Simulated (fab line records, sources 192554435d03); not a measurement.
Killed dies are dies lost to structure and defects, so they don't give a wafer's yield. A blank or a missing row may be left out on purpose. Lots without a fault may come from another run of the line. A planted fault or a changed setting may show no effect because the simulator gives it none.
Chamber matching | flow n5_finfet | N5_BEOL_M2_ALD_98 on ald_sin-04: 4 sister chambers
The step deposits SiO2, target thk 2.5 nm, pulse time 1 s, co reactant pulse time 1 s. 8 wafers are shown with their chamber, then 8 later ones without.

WAFERS WITH THEIR CHAMBER
wafer  | chamber | heater_power_w (W) | precursor_pulse_height_rel
L075.5 | 0       | 66                 | 0.984
L081.3 | 0       | 65                 | 1.006
L081.5 | 3       | 77                 | 0.985
L081.6 | 2       | 60                 | 1.024
L086.1 | 1       | 77                 | 0.991
L086.2 | 3       | 78                 | 0.982
L086.4 | 2       | 61                 | 1.008
L088.2 | 1       | 78                 | 1.006

WAFERS WITHOUT THEIR CHAMBER
wafer  | heater_power_w (W) | precursor_pulse_height_rel
L088.3 | 66                 | 1.002
L088.5 | 78                 | 1.020
L092.1 | 61                 | 1.021
L092.2 | 67                 | 0.991
L092.4 | 79                 | 0.987
L095.1 | 59                 | 0.993
L095.2 | 66                 | 0.996
L095.6 | 61                 | 1.007

WHICH CHAMBER EACH WENT THROUGH
wafer  | from the rows above     | in truth
L088.3 | 0                       | 0
L088.5 | can't be placed: 1 or 3 | 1
L092.1 | 2                       | 2
L092.2 | 0                       | 0
L092.4 | can't be placed: 3 or 1 | 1
L095.1 | 2                       | 2
L095.2 | 0                       | 0
L095.6 | 2                       | 2
Placed correctly: 6 of 8. Can't be placed from these rows: 2 (the true chamber is among the candidates in 2). Placed wrongly: 0.
How it was worked out, from the rows above alone: a wafer's distance from a chamber is the root of the sum, over the readings, of the square of ((its reading less the chamber's mean) divided by the reading's scatter). The wafer belongs to the nearest chamber; if the next one is less than 2 further off, it can't be placed. A chamber's mean is the mean of its shown wafers. The scatter: the root of (the sum of the squares of (reading less its chamber's mean) over the shown wafers, divided by (wafers less chambers)).
